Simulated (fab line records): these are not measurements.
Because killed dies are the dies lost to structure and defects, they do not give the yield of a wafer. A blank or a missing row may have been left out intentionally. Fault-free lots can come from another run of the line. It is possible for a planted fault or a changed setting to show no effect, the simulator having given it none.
fab line records	flow n5Finfet
record: lots: 9	wafers: 24	lastDay: 19
route steps=1938 shown BEOL_M4@1111 BEOL_M7@1277 PASSIVATION@1936
lots untouched by any fault: they come from a run of this same line in which no faults occurred
startH: the number of hours between the record's first day and the start of the first shown wafer of the lot	waitH: hours since the lot's step before	" unchanged from the row above	L1.1+2: one row covering several wafers at once	- value missing, or start not given	* or withheld: withheld	< > ~ a bound
route shown NAME@n: NAME is a module with steps in the file, n the number in the route of the first one	usual: average and standard deviation across the fault-free wafers	same: alike in all rows	chamber/n: place in a boat	sites: the reading at each site	_std_site: standard deviation of those values	_edge_site: the outer-site mean with the inner-site mean subtracted	radiusMm: how far each site lies from the wafer's centre	mask NAME#n: copy n	behind: the last tool/chamber to shape the wafer	hold: the reason the lot was held/the length of the hold in hours/how it ended	device: the transistor (n, p or np) that didn't switch	end of line: the tests these same wafers got at the end of their route	a step given without rows: its recipe and nothing more	killed: dies lost to structure and defects at the first sort, not the wafer's yield	map: dies across one wafer; x = killed, . = not, _ = none there
set.NAME: the setting that was run; set.NAME@STEP: the one run at that earlier step	model.NAME: the simulator's own value behind a step, which no gauge read
steps of the route over a sample of lots; a table a step, a row a wafer
services: the hour from which a tool's chamber was out of use, counted from the record's first day as startH (under 0 if before that day), plus the number of hours and why
== steps ==
step: N5_BEOL_M4_RC_MEAS_101
usual: DIBL_N: 35.3/1.8	DIBL_P: 35.2/2.2	IOFF_N: 0.144/0.029	IOFF_P: 0.19/0.031	ION_N: 670/12	ION_P: 460/7.6	SS_N: 71.2/0.62	SS_P: 73.0/0.69	VT_N: 251/3.4	VT_P: -251.4/2.6
lot.wafer	tool	chamber	startH	waitH	DIBL_N[mV/V]	DIBL_P[mV/V]	IOFF_N[nA/um]	IOFF_P[nA/um]	ION_N[uA/um]	ION_P[uA/um]	SS_N[mV/dec]	SS_P[mV/dec]	VT_N[mV]	VT_P[mV]
L656.3	prober-02	0	214.20	0.3	34.0	33.6	0.122	0.19	665	463	71.0	72.7	252	-251.3
L656.5	"	0	"	"	36.4	36.8	0.160	0.25	681	473	71.7	73.3	249	-247.2
L656.6	"	0	"	"	33.7	32.6	0.119	0.18	662	459	69.9	72.2	253	-250.4
L659.3	prober-01	0	237.09	0.3	29.2	27.8	0.072	0.10	628	436	69.8	72.0	263	-260.2
L659.6	"	0	"	"	34.0	34.2	0.124	0.16	651	449	71.8	73.0	255	-253.9
L660.4	prober-02	0	237.70	0.5	33.4	32.8	0.116	0.16	660	461	70.9	72.2	254	-254.0
L660.5	"	0	"	"	33.2	33.2	0.124	0.18	668	460	70.3	72.4	249	-250.6
L661.4	prober-02	0	238.63	0.6	35.5	36.9	0.157	0.20	679	462	71.3	73.4	249	-249.9
L661.6	"	0	"	"	34.0	36.0	0.134	0.18	670	459	70.8	73.6	252	-251.4
L671.1	prober-01	0	306.10	0.0	36.0	34.9	0.143	0.19	659	456	71.5	72.6	254	-249.3
L671.2	"	0	"	"	35.0	34.2	0.130	0.18	673	465	70.1	72.3	251	-252.6
L671.3	"	0	"	"	32.7	31.9	0.108	0.16	665	468	70.4	72.3	252	-250.9
L673.2	prober-02	0	309.54	0.2	34.2	33.7	0.142	0.19	685	470	70.9	72.5	250	-249.0
L673.3	"	0	"	"	32.6	31.2	0.108	0.16	667	460	71.0	72.6	253	-253.1
L673.4	"	0	"	"	33.4	32.4	0.120	0.18	684	474	70.9	72.9	254	-249.8
L672.2	prober-01	0	315.85	0.5	35.2	35.2	0.151	0.20	655	453	72.2	73.2	251	-252.5
L672.3	"	0	"	"	36.2	36.5	0.167	0.22	669	463	72.6	73.1	248	-248.8
L672.4	"	0	"	"	37.1	38.4	0.194	0.26	677	463	71.3	73.8	246	-247.0
L674.1	prober-02	0	318.38	0.0	38.2	38.3	0.193	0.24	678	463	72.3	73.8	246	-248.2
L674.4	"	0	"	"	36.5	36.2	0.149	0.22	677	461	71.6	72.4	252	-249.9
L674.5	"	0	"	"	33.5	32.3	0.112	0.16	671	467	71.1	71.8	251	-253.5
L676.3	prober-01	0	341.91	0.3	35.6	34.8	0.137	0.18	667	456	71.4	73.4	254	-254.8
L676.4	"	0	"	"	40.4	40.9	0.234	0.28	680	461	73.2	74.8	244	-247.3
L676.5	"	0	"	"	37.9	37.7	0.171	0.23	670	460	72.4	74.4	247	-250.3
step: N5_BEOL_M7_OVL_MEAS_12
recipe: pointsPerWafer: 44
usual: M7_OVL: 0.1/0.78
lot.wafer	tool	chamber	startH	waitH	M7_OVL[nm]
L656.3	overlay-02	0	236.66	0.0	-0.7
L656.5	"	0	"	"	-1.2
L656.6	"	0	"	"	-0.7
L661.4	overlay-01	0	262.39	0.0	0.4
L661.6	"	0	"	"	-0.8
L660.4	overlay-02	0	262.80	0.0	-0.2
L660.5	"	0	"	"	0.2
L659.3	overlay-01	0	264.02	0.0	1.0
L659.6	"	0	"	"	0.4
L671.1	overlay-02	0	333.41	0.0	0.3
L671.2	"	0	"	"	-0.7
L671.3	"	0	"	"	-0.1
L673.2	overlay-02	0	335.98	0.0	0.9
L673.3	"	0	"	"	-0.6
L673.4	"	0	"	"	0.0
L672.2	overlay-01	0	340.13	0.0	0.3
L672.3	"	0	"	"	0.4
L672.4	"	0	"	"	0.2
L674.1	overlay-01	0	340.21	0.0	0.8
L674.4	"	0	"	"	0.7
L674.5	"	0	"	"	1.6
L676.3	overlay-02	0	365.32	0.0	-0.6
L676.4	"	0	"	"	-1.0
L676.5	"	0	"	"	-1.1
step: N5_BEOL_M7_ETCH_62
recipe: chemistry: N2/H2	target: SOC	targetDepthA: 1100	overetchA: 220	maskMaterial: SiARC	tempC: 40	timeS: 165	ionEnergyEv: 200	pressureMtorr: 30	sourceW: 840	biasW: 150	n2FlowSccm: 200	h2FlowSccm: 200
usual: chamberPressureMTorr: 30.002/0.03	drypumpMotorCurrentA: 5.83/0.27	oesProductAu: 0.65/0.077	rfVppV: 524.0/2.2	showerheadPlenumPTorr: 2.55/0.081	tempC: 40.00/0.096	throttleValvePct: 17.89/0.29
lot.wafer	tool	chamber	startH	waitH	chamberPressureMTorr	drypumpMotorCurrentA	oesProductAu	rfHoursCounterH	rfVppV	showerheadPlenumPTorr	tempC	throttleValvePct
L656.3	rieDiel-02	0	237.08	0.0	29.966	5.85	0.60	192	518.8	2.41	40.06	17.90
L656.5	"	2	"	"	29.963	5.46	0.60	-	527.0	2.65	39.85	18.23
L656.6	"	3	"	"	30.027	5.82	0.58	-	524.6	2.62	39.99	18.16
L661.4	rieDiel-02	2	262.61	0.1	30.013	5.47	0.60	-	525.1	2.65	40.10	18.24
L661.6	"	0	"	"	30.049	5.84	0.59	-	521.4	2.41	39.88	17.93
L660.4	rieDiel-02	0	263.04	0.1	30.008	5.84	0.60	-	519.9	2.41	40.11	17.96
L660.5	"	1	"	"	30.048	6.32	0.61	-	527.6	2.63	40.08	17.86
L659.3	rieDiel-01	2	264.17	0.0	30.008	5.63	0.74	50	522.6	2.47	40.04	17.74
L659.6	"	0	"	"	30.010	5.69	0.72	-	525.7	2.55	40.04	17.31
L671.1	rieDiel-02	1	333.56	0.0	29.976	6.34	0.60	209	526.5	2.63	40.03	17.90
L671.2	"	2	"	"	30.024	5.47	0.59	235	524.5	2.64	40.01	18.28
L671.3	"	3	"	"	30.032	5.79	0.78	18	525.8	2.61	39.87	17.77
L673.2	rieDiel-01	0	336.13	0.0	29.993	5.68	0.70	93	525.1	2.54	39.93	17.37
L673.3	"	2	"	"	30.036	5.61	0.72	72	522.0	2.46	39.95	17.79
L673.4	"	3	"	"	30.036	5.55	0.58	241	521.9	2.49	40.15	17.70
L672.2	rieDiel-06	3	340.28	0.0	29.925	5.91	0.71	51	522.9	2.49	39.89	18.11
L672.3	"	1	"	"	29.972	5.73	0.80	4	524.8	2.62	40.09	17.85
L672.4	"	2	"	"	29.999	6.01	0.59	218	524.7	2.52	39.87	17.88
L674.1	rieDiel-02	2	340.46	0.0	29.998	5.46	0.59	238	525.8	2.64	40.06	18.29
L674.4	"	0	"	"	30.035	5.86	0.59	220	519.5	2.40	40.06	17.97
L674.5	"	0	"	"	30.001	5.82	0.59	-	521.4	2.40	40.24	17.97
L676.3	rieDiel-06	1	365.47	0.0	29.998	5.73	0.78	12	525.9	2.62	40.00	17.88
L676.4	"	2	"	"	30.007	6.02	0.59	225	522.2	2.51	40.05	17.89
L676.5	"	0	"	"	30.034	5.90	0.70	-	521.2	2.47	39.86	17.76
step: N5_BEOL_M7_HM_OPEN_17
recipe: chemistry: Cl2/BCl3	targetDepthA: 200	overetchA: 60	target: TiN	maskMaterial: SOC	ionEnergyEv: 150	pressureMtorr: 10	icpW: 1000	biasW: 126	Cl2_flow_sccm: 53.25	bcl3FlowSccm: 21.75	Ar_flow_sccm: 25
usual: bcl3FlowSccm: 21.74/0.063	chamberPressureMTorr: 9.999/0.0097	drypumpMotorCurrentA: 5.9/0.32	oes_ar_750_au: 0.83/0.083	oesProductAu: 0.70/0.072	throttleValvePct: 22.11/0.19
lot.wafer	tool	chamber	startH	waitH	bcl3FlowSccm	chamberPressureMTorr	drypumpMotorCurrentA	oes_ar_750_au	oesProductAu	rfHoursCounterH	throttleValvePct
L656.3	rieMetal-03	0	237.31	0.1	21.70	10.000	6.0	0.98	0.85	-	22.17
L656.5	"	0	"	"	21.82	10.000	6.0	0.98	0.86	-	22.16
L656.6	"	1	"	"	21.80	9.989	5.8	0.87	0.72	-	21.91
L661.4	rieMetal-01	0	262.76	0.1	21.76	10.019	5.5	0.79	0.67	-	22.47
L661.6	"	0	"	"	21.70	10.004	5.5	0.79	0.66	-	22.46
L660.4	rieMetal-02	1	263.19	0.1	21.75	10.011	5.6	0.69	0.59	-	22.12
L660.5	"	1	"	"	21.69	9.991	5.6	0.69	0.59	-	22.12
L659.3	rieMetal-03	1	264.39	0.1	21.71	9.986	5.9	0.86	0.71	-	21.90
L659.6	"	0	"	"	21.69	9.988	5.9	0.94	0.82	-	22.17
L671.1	rieMetal-01	0	333.74	0.0	21.66	10.005	5.5	0.77	0.65	52	22.48
L671.2	"	1	"	"	21.79	10.013	6.6	0.77	0.68	32	22.17
L671.3	"	0	"	"	21.69	10.008	5.5	0.78	0.65	-	22.48
L673.2	rieMetal-03	1	336.32	0.0	21.70	9.989	5.8	0.85	0.71	23	21.90
L673.3	"	0	"	"	21.77	10.001	6.0	0.91	0.78	-	22.19
L673.4	"	1	"	"	21.81	9.990	5.8	0.84	0.70	-	21.89
L672.2	rieMetal-01	0	340.47	0.0	21.77	10.009	5.5	0.77	0.65	52	22.49
L672.3	"	0	"	"	21.81	9.999	5.5	0.77	0.65	-	22.50
L672.4	"	1	"	"	21.77	9.996	6.6	0.76	0.67	-	22.18
L674.1	rieMetal-01	0	340.65	0.0	21.87	10.021	5.5	0.76	0.66	52	22.48
L674.4	"	1	"	"	21.77	10.002	6.6	0.77	0.69	-	22.14
L674.5	"	1	"	"	21.71	9.992	6.6	0.77	0.69	-	22.15
L676.3	rieMetal-02	0	365.69	0.1	21.75	10.001	6.0	0.77	0.64	-	21.96
L676.4	"	1	"	"	21.66	9.997	5.6	0.68	0.56	-	22.17
L676.5	"	0	"	"	21.76	9.993	6.0	0.77	0.65	-	21.96
step: N5_BEOL_M7_EXPOSE_25
recipe: maskId: V6	na: 0.33	sourceShape: annular	sigmaInner: 0.4	sigmaOuter: 0.8	polarization: unpolarized	targetCdNm: 40	doseMj: 42.5
lot.wafer	tool	chamber	startH	waitH	mask
L656.3+5+6	euvScanner-02	0	239.25	-	V6#0
L660.4+5	euvScanner-02	0	265.77	-	V6#0
L661.4+6	euvScanner-02	0	265.82	-	V6#0
L659.3+6	euvScanner-02	0	265.85	-	V6#0
L671.1+2+3	euvScanner-02	0	334.70	-	V6#0
L673.2+3+4	euvScanner-01	0	337.34	-	V6#0
L672.2+3+4	euvScanner-01	0	345.89	-	V6#0
L674.1+4+5	euvScanner-02	0	346.22	-	V6#0
L676.3+4+5	euvScanner-02	0	366.83	-	V6#0
step: N5_BEOL_M7_CD_MEAS_28
recipe: targetCdNm: 40	landingEnergyEv: 500	detector: seInlens
usual: cdNm: 40.00/0.23
lot.wafer	tool	chamber	startH	waitH	cdNm
L656.3	cdSem-02	0	239.37	-	40.10
L656.5	"	0	"	"	39.93
L656.6	"	0	"	"	40.29
L660.4	cdSem-03	0	265.89	-	34.32
L660.5	"	0	"	"	40.14
L661.4	cdSem-02	0	265.93	-	32.93
L661.6	"	0	"	"	40.29
L659.3	cdSem-01	0	265.98	-	33.75
L659.6	"	0	"	"	40.07
L671.1	cdSem-03	0	334.83	-	39.65
L671.2	"	0	"	"	39.90
L671.3	"	0	"	"	40.09
L673.2	cdSem-01	0	337.47	-	39.94
L673.3	"	0	"	"	39.70
L673.4	"	0	"	"	40.41
L672.2	cdSem-02	0	346.02	-	40.09
L672.3	"	0	"	"	39.96
L672.4	"	0	"	"	40.09
L674.1	cdSem-01	0	346.36	-	39.95
L674.4	"	0	"	"	40.16
L674.5	"	0	"	"	40.09
L676.3	cdSem-02	0	366.95	-	39.92
L676.4	"	0	"	"	40.30
L676.5	"	0	"	"	40.15
step: N5_PASSIVATION_PROBE_49
usual: defectLimitedYield: 91.0/1.4	killed_at_M0_to_M3: 36/10	killed_at_M4_up: 15/5	killedAtContacts: 12/6.1	killedAtFrontEnd: 40/13	killedAtOther: 3.8/2.9	killedDies: 106/16	killedOnRim: 14/4.1	killedOpen: 68/12	killedShort: 35/8.2	sort_bin_5_function: 5.2/0.9	sort_bin_6_memory: 3.4/0.71	sortNPass: 1073/17	sortYieldPct: 91.0/1.5
same: grossDies: 1180	killedAtBackSide: 0	sort_bin_4_leakage[%]: 0	sort_bin_8_speed[%]: 0
lot.wafer	tool	chamber	startH	waitH	defectLimitedYield[%]	killed_at_M0_to_M3	killed_at_M4_up	killedAtContacts	killedAtFrontEnd	killedAtOther	killedDies	killedOnRim	killedOpen	killedShort	sort_bin_5_function[%]	sort_bin_6_memory[%]	sortNPass	sortYieldPct[%]
L661.4	prober-01	-	355.69	0.2	0	41	1073	22	44	0	1180	152	81	35	6.2	3.8	0	0
L661.6	prober-01	-	355.79	0.3	93.1	19	13	14	35	0	81	9	48	29	4.4	2.1	1099	93.1
L660.4	prober-02	-	363.21	0.2	0	34	1087	12	44	3	1180	152	76	41	21.7	3.6	0	0
L660.5	prober-02	-	363.26	0.2	90.5	34	27	16	33	2	112	19	80	32	5.6	3.7	1068	90.5
L659.3	prober-01	-	375.78	0.3	0	50	1088	10	23	9	1180	152	80	32	5.8	3.5	0	0
L659.6	prober-01	-	375.93	0.5	88.3	49	25	3	58	3	138	16	76	55	6.7	4.7	1042	88.3
killed by level:class
L661.4 BEOL_M7:areaExpose=1059 MOL_CONTACT_COAG:geometricParticle:open=16 STI_FIN_REVEAL:geometricParticle:open=11 BEOL_M0_SAQP:geometricParticle:short=10 BEOL_M2:geometricParticle:open=10 FIN_SAQP:geometricParticle:open=8 BEOL_M1:geometricParticle:open=8 MOL_CONTACT_COAG:geometricParticle:short=6
L661.6 MOL_CONTACT_COAG:geometricParticle:open=11 FIN_SAQP:geometricParticle:short=10 FIN_SAQP:geometricParticle:open=9 BEOL_M0_SAQP:geometricParticle:short=6 BEOL_M0_SAQP:geometricParticle:open=6 STI_FIN_REVEAL:geometricParticle:open=4 DUMMY_GATE:geometricParticle:open=4 MOL_CONTACT_COAG:geometricParticle:short=3
L660.4 BEOL_M7:areaExpose=1063 BEOL_M4:geometricParticle:open=15 STI_FIN_REVEAL:geometricParticle:open=12 BEOL_M0_SAQP:geometricParticle:short=12 MOL_CONTACT_COAG:geometricParticle:open=10 BEOL_M0_SAQP:geometricParticle:open=8 FIN_SAQP:geometricParticle:short=6 BEOL_M3:geometricParticle:open=5
L660.5 MOL_CONTACT_COAG:geometricParticle:open=15 BEOL_M1:geometricParticle:open=9 BEOL_M4:geometricParticle:open=9 BEOL_M3:geometricParticle:open=7 FIN_SAQP:geometricParticle:short=6 FIN_SAQP:geometricParticle:open=6 GATE_CUT:geometricParticle:short=6 BEOL_M0_SAQP:geometricParticle:open=6
L659.3 BEOL_M7:areaExpose=1066 BEOL_M2:geometricParticle:open=13 BEOL_M1:geometricParticle:open=11 MOL_CONTACT_COAG:geometricParticle:open=10 BEOL_M0_SAQP:geometricParticle:open=8 BEOL_M4:geometricParticle:open=8 FIN_SAQP:geometricParticle:open=6 STI_FIN_REVEAL:geometricParticle:open=6
L659.6 BEOL_M0_SAQP:geometricParticle:short=16 STI_FIN_REVEAL:geometricParticle:open=13 FIN_SAQP:geometricParticle:open=10 FIN_SAQP:geometricParticle:short=10 BEOL_M1:geometricParticle:open=9 BEOL_M4:geometricParticle:open=7 BEOL_M2:geometricParticle:open=6 STARTING-WAFER:geometricParticle:open=6
== services ==
tool	chamber	startH	hours	kind
euvScanner-02	-	230.40	1.0	pm
euvScanner-01	-	237.50	4.3	repair
euvScanner-01	-	243.71	1.0	pm
euvScanner-02	0	244.23	-	calibration
rieDiel-02	3	245.46	-	clean
rieDiel-02	3	245.46	-	consumableReplace:esc
rieDiel-02	3	245.46	-	consumableReplace:focusRing
rieDiel-02	3	245.46	23.3	scheduledDown
rieDiel-02	3	245.46	23.3	ventCycle
euvScanner-02	-	247.84	17.3	pm
rieDiel-06	-	256.20	0.5	repair
euvScanner-01	-	265.14	5.8	pm
rieDiel-02	2	274.36	2.9	repair
euvScanner-01	-	279.51	6.2	pm
rieDiel-01	1	284.52	11.2	repair
euvScanner-02	-	286.55	1.0	pm
rieDiel-06	1	295.03	8.2	repair
euvScanner-01	-	299.86	1.0	pm
rieDiel-06	1	311.64	-	clean
rieDiel-06	1	311.64	-	consumableReplace:focusRing
euvScanner-02	-	316.67	4.6	pm
euvScanner-02	-	342.70	1.0	pm
euvScanner-02	-	346.42	0.6	repair
euvScanner-01	-	356.04	1.0	pm
== key ==
firstSign: step: N5_BEOL_M7_CD_MEAS_28	reading: cdNm	direction: down	sigmas: 28	usual: 40.00	struck: 33.67
effect: step: N5_PASSIVATION_PROBE_49	reading: killed_at_M4_up	direction: up	sigmas: 99+	usual: 15	struck: 1083
moreKillsBornAt: N5_BEOL_M7_EXPOSE_25@euvScanner-02: 3188
metAt N5_BEOL_M7_EXPOSE_25
struckLots L659,L660,L661
struckWafers L659.3,L660.4,L661.4
laterRowsLeftOut L659.3,L660.4,L661.4
notActingAt N5_BEOL_M7_OVL_MEAS_12,N5_BEOL_M7_ETCH_62,N5_BEOL_M7_HM_OPEN_17
onsetBetween 239.25 265.77
fault: kind: processParameterDrift	tool: euvScanner-02	chamber: -	onsetH: 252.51	steps: N5_BEOL_M7_EXPOSE_25	channel: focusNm	offset: 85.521	shape: step	endH: 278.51	scope: struckWafersOnly
laterRowsLeftOut: the simulator's readings of these wafers behind a module that went badly wrong aren't trusted and aren't shown, but for the sort
